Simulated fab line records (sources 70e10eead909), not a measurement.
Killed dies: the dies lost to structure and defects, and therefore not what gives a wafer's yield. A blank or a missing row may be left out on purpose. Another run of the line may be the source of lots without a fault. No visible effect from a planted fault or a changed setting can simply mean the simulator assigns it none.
fab line records -- flow nand-harc
record lots=15, wafers=45, last-day=33
route steps=1302 shown A_SOURCE_PLATE@416 A_ONON_D1@429 A_DECK1_JOINT@526 A_ONON_D2@557 END@1302
lots that met no fault: taken from a fault-free run of the same line
start-h: hours from the record's first day to the start of the lot's first wafer shown -- wait-h: time in hours since the lot's previous step -- " same as the row above -- L1.1+2: several wafers, shown together as one row -- - either no value or no given start -- * or withheld: withheld -- < > ~ a bound
route shown NAME@n: a module of which the file shows steps, and the number in the route of the first -- usual: mean/standard deviation taken from wafers without a fault -- same: alike in all rows -- chamber/n: place in a boat -- sites: the reading at each site -- _std_site: standard deviation across them -- _edge_site: outer sites' mean less inner sites' -- radius-mm: for every site, how far away it sits from the centre of the wafer -- mask NAME#n: copy n -- behind: the last tool/chamber to shape the wafer -- hold: why the lot was held/for how many hours/how that ended -- device: the transistor (n, p or np) that didn't switch -- end of line: the same wafers' tests at the end of the route -- a step given without rows: its recipe and nothing more -- killed: dies lost to structure and defects at the first sort, not the wafer's yield -- map: a wafer's dies, marking killed ones x, the rest . and places with no die _
set.NAME: the run value of the setting; set.NAME@STEP: its run value at that earlier step -- model.NAME: the simulator's own value behind a step, which no gauge read
the route's steps for a sample of lots (tables are steps, rows are wafers)
services: the hour from which a tool's chamber was out of use, counted from the record's first day as start-h (under 0 if before that day), plus the number of hours and why
## steps
# step NHARC_A_SOURCE_PLATE_THK_MEAS_09
# recipe thk-meas-gauge=ellipsometry
# usual thk-nm=9.7/0.89
lot.wafer,tool,chamber,start-h,wait-h,thk-nm
L785.2,film-metro-01,-,155.90,0.4,9.0
L785.5,film-metro-01,-,155.90,0.4,8.2
L785.6,film-metro-01,-,155.90,0.4,9.3
L786.1,film-metro-01,-,161.94,0.4,11.0
L786.2,film-metro-01,-,161.94,0.4,9.4
L786.5,film-metro-01,-,161.94,0.4,9.9
L787.1,film-metro-02,-,178.85,0.4,9.7
L787.4,film-metro-02,-,178.85,0.4,10.4
L787.6,film-metro-02,-,178.85,0.4,10.4
L788.4,film-metro-01,-,178.85,0.4,9.0
L788.5,film-metro-01,-,178.85,0.4,9.1
L788.6,film-metro-01,-,178.85,0.4,9.6
L789.1,film-metro-01,-,191.49,0.4,9.8
L789.2,film-metro-01,-,191.49,0.4,9.3
L789.5,film-metro-01,-,191.49,0.4,9.7
L794.2,film-metro-02,-,241.84,0.4,8.5
L794.3,film-metro-02,-,241.84,0.4,8.1
L794.5,film-metro-02,-,241.84,0.4,9.5
L795.3,film-metro-01,-,241.84,0.4,10.0
L795.5,film-metro-01,-,241.84,0.4,9.4
L795.6,film-metro-01,-,241.84,0.4,9.0
L796.2,film-metro-01,-,266.02,0.4,10.1
L796.3,film-metro-01,-,266.02,0.4,9.4
L796.5,film-metro-01,-,266.02,0.4,9.7
L801.3,film-metro-01,-,309.81,0.4,9.7
L801.4,film-metro-01,-,309.81,0.4,9.1
L801.5,film-metro-01,-,309.81,0.4,9.7
L802.2,film-metro-02,-,322.74,0.4,9.0
L802.5,film-metro-02,-,322.74,0.4,8.3
L802.6,film-metro-02,-,322.74,0.4,10.0
L803.1,film-metro-02,-,326.46,0.4,10.5
L803.4,film-metro-02,-,326.46,0.4,10.4
L803.5,film-metro-02,-,326.46,0.4,10.4
L804.1,film-metro-02,-,348.86,0.4,9.4
L804.5,film-metro-02,-,348.86,0.4,9.9
L804.6,film-metro-02,-,348.86,0.4,10.4
L805.2,film-metro-02,-,353.74,0.4,10.5
L805.3,film-metro-02,-,353.74,0.4,10.8
L805.5,film-metro-02,-,353.74,0.4,8.1
L806.3,film-metro-01,-,353.74,0.4,9.3
L806.4,film-metro-01,-,353.74,0.4,10.8
L806.5,film-metro-01,-,353.74,0.4,9.2
L807.1,film-metro-02,-,368.40,0.4,10.4
L807.3,film-metro-02,-,368.40,0.4,9.0
L807.5,film-metro-02,-,368.40,0.4,10.8
# step NHARC_A_ONON_D1_THK_MEAS_08
# recipe thk-meas-gauge=ellipsometry
# usual thk-nm=1000/7.9
lot.wafer,tool,chamber,start-h,wait-h,thk-nm
L785.2,film-metro-02,-,170.77,-,990
L785.5,film-metro-02,-,170.77,-,991
L785.6,film-metro-02,-,170.77,-,993
L786.1,film-metro-01,-,176.98,-,1004
L786.2,film-metro-01,-,176.98,-,1005
L786.5,film-metro-01,-,176.98,-,1006
L787.1,film-metro-01,-,194.32,-,994
L787.4,film-metro-01,-,194.32,-,996
L787.6,film-metro-01,-,194.32,-,994
L788.4,film-metro-01,-,194.35,-,1015
L788.5,film-metro-01,-,194.35,-,1015
L788.6,film-metro-01,-,194.35,-,1014
L789.1,film-metro-01,-,207.64,-,991
L789.2,film-metro-01,-,207.64,-,990
L789.5,film-metro-01,-,207.64,-,991
L795.3,film-metro-01,-,256.54,-,992
L795.5,film-metro-01,-,256.54,-,993
L795.6,film-metro-01,-,256.54,-,992
L794.2,film-metro-02,-,256.54,-,1007
L794.3,film-metro-02,-,256.54,-,1008
L794.5,film-metro-02,-,256.54,-,1007
L796.2,film-metro-02,-,280.88,-,1003
L796.3,film-metro-02,-,280.88,-,1001
L796.5,film-metro-02,-,280.88,-,1003
L801.3,film-metro-01,-,325.68,-,983
L801.4,film-metro-01,-,325.68,-,984
L801.5,film-metro-01,-,325.68,-,983
L802.2,film-metro-02,-,337.34,-,1000
L802.5,film-metro-02,-,337.34,-,998
L802.6,film-metro-02,-,337.34,-,1000
L803.1,film-metro-01,-,341.22,-,1009
L803.4,film-metro-01,-,341.22,-,1008
L803.5,film-metro-01,-,341.22,-,1009
L804.1,film-metro-01,-,363.61,-,1004
L804.5,film-metro-01,-,363.61,-,1004
L804.6,film-metro-01,-,363.61,-,1003
L806.3,film-metro-02,-,368.41,-,997
L806.4,film-metro-02,-,368.41,-,995
L806.5,film-metro-02,-,368.41,-,999
L805.2,film-metro-02,-,368.76,-,1001
L805.3,film-metro-02,-,368.76,-,1002
L805.5,film-metro-02,-,368.76,-,1003
L807.1,film-metro-01,-,382.77,-,999
L807.3,film-metro-01,-,382.77,-,999
L807.5,film-metro-01,-,382.77,-,998
# step NHARC_A_DECK1_JOINT_CVD_12
# recipe target-thk-a=900, temp-c=620, pressure-mtorr=200, time-s=1800, material=poly-Si
# usual pressure-mtorr=200.0/0.35, run-length-s=1801.3/0.47
lot.wafer,tool,chamber,start-h,wait-h,pressure-mtorr,run-length-s
L785.2,lpcvd-poly-02,0,257.85,2.5,199.7,1801.3
L785.5,lpcvd-poly-02,0,257.85,2.5,199.3,1801.3
L785.6,lpcvd-poly-02,0,257.85,2.5,199.7,1801.3
L786.1,lpcvd-poly-02,0,270.99,4.7,199.2,1801.0
L786.2,lpcvd-poly-02,0,270.99,4.7,199.6,1801.0
L786.5,lpcvd-poly-02,0,270.99,4.7,200.1,1801.0
L787.1,lpcvd-poly-02,0,280.25,2.6,200.0,1800.8
L787.4,lpcvd-poly-02,0,280.25,2.6,200.0,1800.8
L787.6,lpcvd-poly-02,0,280.25,2.6,199.9,1800.8
L788.4,lpcvd-poly-03,0,286.26,2.6,200.1,1802.1
L788.5,lpcvd-poly-03,0,286.26,2.6,200.4,1802.1
L788.6,lpcvd-poly-03,0,286.26,2.6,199.8,1802.1
L789.1,lpcvd-poly-03,0,289.57,2.6,200.1,1802.5
L789.2,lpcvd-poly-03,0,289.57,2.6,200.1,1802.5
L789.5,lpcvd-poly-03,0,289.57,2.6,199.8,1802.5
L794.2,lpcvd-poly-02,-,340.44,2.6,-,-
L794.3,lpcvd-poly-02,-,340.44,2.6,-,-
L794.5,lpcvd-poly-02,-,340.44,2.6,-,-
L795.3,lpcvd-poly-02,-,340.44,2.6,-,-
L795.5,lpcvd-poly-02,-,340.44,2.6,-,-
L795.6,lpcvd-poly-02,-,340.44,2.6,-,-
L796.2,lpcvd-poly-02,-,361.68,2.6,-,-
L796.3,lpcvd-poly-02,-,361.68,2.6,-,-
L796.5,lpcvd-poly-02,-,361.68,2.6,-,-
L801.3,lpcvd-poly-02,0,406.09,2.5,200.2,1800.9
L801.4,lpcvd-poly-02,0,406.09,2.5,200.5,1800.9
L801.5,lpcvd-poly-02,0,406.09,2.5,200.2,1800.9
L802.2,lpcvd-poly-02,0,418.55,2.6,199.9,1801.1
L802.5,lpcvd-poly-02,0,418.55,2.6,200.2,1801.1
L802.6,lpcvd-poly-02,0,418.55,2.6,199.4,1801.1
L803.1,lpcvd-poly-02,0,418.55,2.5,199.6,1800.9
L803.4,lpcvd-poly-02,0,418.55,2.5,200.4,1800.9
L803.5,lpcvd-poly-02,0,418.55,2.5,199.6,1800.9
L804.1,lpcvd-poly-03,0,441.87,2.5,199.5,1802.2
L804.5,lpcvd-poly-03,0,441.87,2.5,200.1,1802.2
L804.6,lpcvd-poly-03,0,441.87,2.5,199.2,1802.2
L806.3,lpcvd-poly-03,0,455.12,3.6,200.0,1801.9
L806.4,lpcvd-poly-03,0,455.12,3.6,200.1,1801.9
L806.5,lpcvd-poly-03,0,455.12,3.6,199.9,1801.9
L805.2,lpcvd-poly-02,0,458.55,2.6,200.5,1800.8
L805.3,lpcvd-poly-02,0,458.55,2.6,199.7,1800.8
L805.5,lpcvd-poly-02,0,458.55,2.6,200.3,1800.8
L807.1,lpcvd-poly-03,0,465.60,2.5,200.1,1801.6
L807.3,lpcvd-poly-03,0,465.60,2.5,199.8,1801.6
L807.5,lpcvd-poly-03,0,465.60,2.5,200.5,1801.6
# step NHARC_A_ONON_D2_THK_MEAS_18
# recipe thk-meas-gauge=ellipsometry
# usual thk-nm=996/8.2
lot.wafer,tool,chamber,start-h,wait-h,thk-nm
L785.2,film-metro-02,-,296.76,-,995
L785.5,film-metro-02,-,296.76,-,994
L785.6,film-metro-02,-,296.76,-,995
L786.1,film-metro-02,-,308.71,-,995
L786.2,film-metro-02,-,308.71,-,994
L786.5,film-metro-02,-,308.71,-,995
L787.1,film-metro-01,-,322.98,-,1008
L787.4,film-metro-01,-,322.98,-,1008
L787.6,film-metro-01,-,322.98,-,1010
L789.1,film-metro-01,-,329.84,-,997
L789.2,film-metro-01,-,329.84,-,997
L789.5,film-metro-01,-,329.84,-,998
L788.4,film-metro-02,-,329.85,-,984
L788.5,film-metro-02,-,329.85,-,983
L788.6,film-metro-02,-,329.85,-,980
L801.3,film-metro-02,-,443.50,-,1001
L801.4,film-metro-02,-,443.50,-,999
L801.5,film-metro-02,-,443.50,-,1003
L803.1,film-metro-02,-,455.07,-,1001
L803.4,film-metro-02,-,455.07,-,1000
L803.5,film-metro-02,-,455.07,-,1002
L802.2,film-metro-01,-,455.07,-,1000
L802.5,film-metro-01,-,455.07,-,998
L802.6,film-metro-01,-,455.07,-,998
L804.1,film-metro-02,-,481.19,-,1008
L804.5,film-metro-02,-,481.19,-,1007
L804.6,film-metro-02,-,481.19,-,1007
L805.2,film-metro-02,-,492.75,-,1004
L805.3,film-metro-02,-,492.75,-,1004
L805.5,film-metro-02,-,492.75,-,1005
L806.3,film-metro-01,-,492.76,-,1006
L806.4,film-metro-01,-,492.76,-,1004
L806.5,film-metro-01,-,492.76,-,1004
L807.1,film-metro-02,-,502.69,-,1009
L807.3,film-metro-02,-,502.69,-,1010
L807.5,film-metro-02,-,502.69,-,1009
# step NHARC_END_SORT_01
# recipe temp-c=25
# usual killed-at-array=59/20, killed-at-other=0.8/1, killed-at-periphery=3.2/2.1, killed-dies=63/21, killed-open=3.0/1.9, killed-short=2.3/1.5
# same gross-dies=677
lot.wafer,tool,chamber,start-h,wait-h,killed-at-array,killed-at-other,killed-at-periphery,killed-dies,killed-open,killed-short
L795.3,prober-01,0,654.28,3.1,668,3,6,677,1,3
L795.5,prober-01,0,655.85,3.7,671,2,4,677,7,4
L795.6,prober-01,0,656.64,3.9,674,1,2,677,1,4
L794.2,prober-02,0,663.45,2.8,670,3,4,677,4,2
L794.3,prober-02,0,664.26,3.1,676,0,1,677,2,2
L794.5,prober-02,0,665.87,3.7,672,1,4,677,5,6
L796.2,prober-01,0,686.67,2.8,673,0,4,677,5,2
L796.3,prober-01,0,687.46,3.1,674,0,3,677,2,1
L796.5,prober-01,0,689.05,3.7,668,2,7,677,2,1
# killed by level:class
L795.3 A_DECK1_JOINT:area-cvd=634 A_CHANNEL_HOLE_D2:chamber-film-flake=19 P_BONDPAD:chamber-film-flake=3 A_CHANNEL_HOLE_D1:chamber-film-flake=3 A_CHANNEL_FILL_D2:chamber-film-flake=3 THIN_TSV:chamber-film-flake=3 P_ZERO_WELL:chamber-film-flake=2 A_STAIRCASE:chamber-film-flake=2
L795.5 A_DECK1_JOINT:area-cvd=629 A_CHANNEL_HOLE_D2:chamber-film-flake=15 A_STAIRCASE:chamber-film-flake=5 A_CONTACT:chamber-film-flake=5 A_CHANNEL_HOLE_D1:chamber-film-flake=3 A_WL_FILL:geometric-particle:open=2 A_SLIT:chamber-film-flake=2 A_BONDPAD:chamber-film-flake=2
L795.6 A_DECK1_JOINT:area-cvd=637 A_CHANNEL_HOLE_D2:chamber-film-flake=12 A_CONTACT:chamber-film-flake=7 A_CHANNEL_HOLE_D1:chamber-film-flake=6 A_WL_FILL:chamber-film-flake=3 A_SOURCE_PLATE:geometric-particle:short=2 P_BONDPAD:chamber-film-flake=2 A_CHANNEL_FILL_D2:chamber-film-flake=2
L794.2 A_DECK1_JOINT:area-cvd=592 A_SLIT:chamber-film-flake=34 A_CHANNEL_HOLE_D1:chamber-film-flake=26 A_CHANNEL_HOLE_D2:chamber-film-flake=10 P_M2:chamber-film-flake=2 A_STAIRCASE:chamber-film-flake=2 THIN_TSV:chamber-film-flake=2 P_CONTACT:geometric-particle:open=1
L794.3 A_DECK1_JOINT:area-cvd=592 A_SLIT:chamber-film-flake=33 A_CHANNEL_HOLE_D1:chamber-film-flake=32 A_CHANNEL_HOLE_D2:chamber-film-flake=10 A_CHANNEL_FILL_D1:geometric-particle:short=2 A_STAIRCASE:chamber-film-flake=2 A_CONTACT:chamber-film-flake=2 A_CHANNEL_FILL_D1:geometric-particle:open=1
L794.5 A_DECK1_JOINT:area-cvd=601 A_SLIT:chamber-film-flake=31 A_CHANNEL_HOLE_D1:chamber-film-flake=14 A_CHANNEL_HOLE_D2:chamber-film-flake=7 A_STAIRCASE:chamber-film-flake=5 A_CONTACT:chamber-film-flake=4 A_CHANNEL_FILL_D1:geometric-particle:short=3 P_M2:chamber-film-flake=2
L796.2 A_DECK1_JOINT:area-cvd=600 A_SLIT:chamber-film-flake=33 A_CONTACT:chamber-film-flake=11 A_CHANNEL_HOLE_D1:chamber-film-flake=7 A_STAIRCASE:chamber-film-flake=5 A_CHANNEL_FILL_D2:chamber-film-flake=3 A_SGD_CUT:chamber-film-flake=3 A_WL_FILL:chamber-film-flake=2
L796.3 A_DECK1_JOINT:area-cvd=622 A_SLIT:chamber-film-flake=27 A_CHANNEL_HOLE_D1:chamber-film-flake=10 A_CONTACT:chamber-film-flake=5 A_STAIRCASE:chamber-film-flake=4 P_CONTACT:chamber-film-flake=2 A_BLC:chamber-film-flake=2 A_ONON_D1:geometric-particle:short=1
L796.5 A_DECK1_JOINT:area-cvd=617 A_SLIT:chamber-film-flake=32 A_CONTACT:chamber-film-flake=5 A_CHANNEL_HOLE_D1:chamber-film-flake=4 A_SGD_CUT:chamber-film-flake=4 P_ZERO_WELL:chamber-film-flake=2 P_CONTACT:chamber-film-flake=2 A_CHANNEL_HOLE_D2:chamber-film-flake=2
## services
tool,chamber,start-h,hours,kind
lpcvd-poly-03,-,386.00,26.0,pm
## key
first-sign step=NHARC_A_DECK1_JOINT_CVD_12, reading=tool-record, direction=missing
effect step=NHARC_END_SORT_01, reading=killed-at-array, direction=up, sigmas=30, usual=59, struck=672
more-kills-born-at NHARC_A_DECK1_JOINT_CVD_12@lpcvd-poly-02=5524
met-at NHARC_A_DECK1_JOINT_CVD_12
struck-lots L794,L795,L796
later-rows-left-out L794.2,L794.3,L794.5,L795.3,L795.5,L795.6,L796.2,L796.3,L796.5
tester-left-out L794,L795,L796
not-acting-at NHARC_A_SOURCE_PLATE_THK_MEAS_09,NHARC_A_ONON_D1_THK_MEAS_08,NHARC_A_ONON_D2_THK_MEAS_18
onset-between 280.25 340.44
fault kind=skipped-step-whole, tool=lpcvd-poly-02, chamber=-, onset-h=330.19, steps=NHARC_A_DECK1_JOINT_CVD_12, scope=struck-lots-only
# tester-left-out: of these lots the tester's yield and bins aren't shown, on N5 and GAA mostly nor the transistor test; their killed dies are dies lost to structure and defects alone, not to doping, threshold or leakage, so they don't give the yield
# later-rows-left-out: the simulator's readings of these wafers behind a module that went badly wrong aren't trusted and aren't shown, but for the sort
